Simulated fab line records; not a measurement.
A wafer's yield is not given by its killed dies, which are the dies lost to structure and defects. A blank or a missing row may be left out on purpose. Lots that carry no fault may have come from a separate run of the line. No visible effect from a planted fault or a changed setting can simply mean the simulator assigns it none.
What tool caused it? -- flow nand_harc -- 6 lots with 18 wafers sampled at 5 steps, on a route of 1302 steps

WHAT THE GAUGES READ, wafer by wafer
NHARC_END_SORT_01.
lot,measured,on,defect_limited_yield (%)
L447,day 28 01:52,prober-02,0 0 0

TOOL THAT RAN EACH LOT (tool first, then ch and the chambers of the sampled wafers, then the start)
lot,NHARC_P_M0_DEP_32,NHARC_P_M1_STRIP_18,NHARC_P_M2_DEP_00,NHARC_P_M2_ETCH_35
L442,"pecvd-04 ch 0,1,2, day 6 11:29","rie_diel-04 ch 0,1, day 6 13:19","pecvd-03 ch 0,1,2, day 6 16:33","rie_diel-02 ch 0,2,3, day 6 17:27"
L447,"pecvd-04 ch 0,1,2, day 8 19:50","rie_diel-08 ch 0,3, day 8 21:24","pecvd-01 ch 0,1,2, day 9 00:16","rie_diel-02 ch 0,1, day 9 01:08"
L449,"pecvd-04 ch 0,1,2, day 9 11:05","rie_diel-06 ch 1,2,3, day 9 12:50","pecvd-04 ch 0,1, day 9 15:35","rie_diel-10 ch 0,1,2, day 9 16:41"
L456,"pecvd-03 ch 0,2, day 12 13:37","rie_diel-08 ch 0,3, day 12 15:51","pecvd-01 ch 0,1,2, day 12 18:42","rie_diel-10 ch 2,3, day 12 19:50"
L458,"pecvd-03 ch 1,2, day 13 01:50","rie_diel-06 ch 0,2,3, day 13 03:40","pecvd-04 ch 0,1,2, day 13 06:34","rie_diel-10 ch 0,1,3, day 13 07:41"
L463,"pecvd-01 ch 0,2, day 15 05:52","rie_diel-06 ch 0,1,3, day 15 07:35","pecvd-04 ch 0,1,2, day 15 10:25","rie_diel-02 ch 1,2, day 15 11:25"
- NHARC_P_M0_DEP_32: deposits SiCN, target thk 30 nm.
- NHARC_P_M1_STRIP_18: strips in N2/H2.
- NHARC_P_M2_DEP_00: deposits SiOC, target thk 182.5 nm.
- NHARC_P_M2_ETCH_35: etches the open film in N2/H2, target depth 40 nm, overetch 12 nm, time 43.94 s.

THE ANSWER, worked out from the rows above alone
Rule: what is usual is taken from the lots themselves. The widest of any qualifying gaps counts: lots, ordered by their means at a reading, are off when they make up no more than a third of the lots, leave a main group of 4 or more, and stand apart from it by 3 or more times the standard deviation of that group's means. The tables above print the reading to a certain number of digits; a main group whose means all agree to those digits is not used. A lot without any number at a reading at which 4 lots or more have one is off too. Any other lot the step has rows for is counted as sound.
Across all readings shown, no lot is off: no conclusion can be drawn from this.

WHAT THE SIMULATOR HAD INSERTED
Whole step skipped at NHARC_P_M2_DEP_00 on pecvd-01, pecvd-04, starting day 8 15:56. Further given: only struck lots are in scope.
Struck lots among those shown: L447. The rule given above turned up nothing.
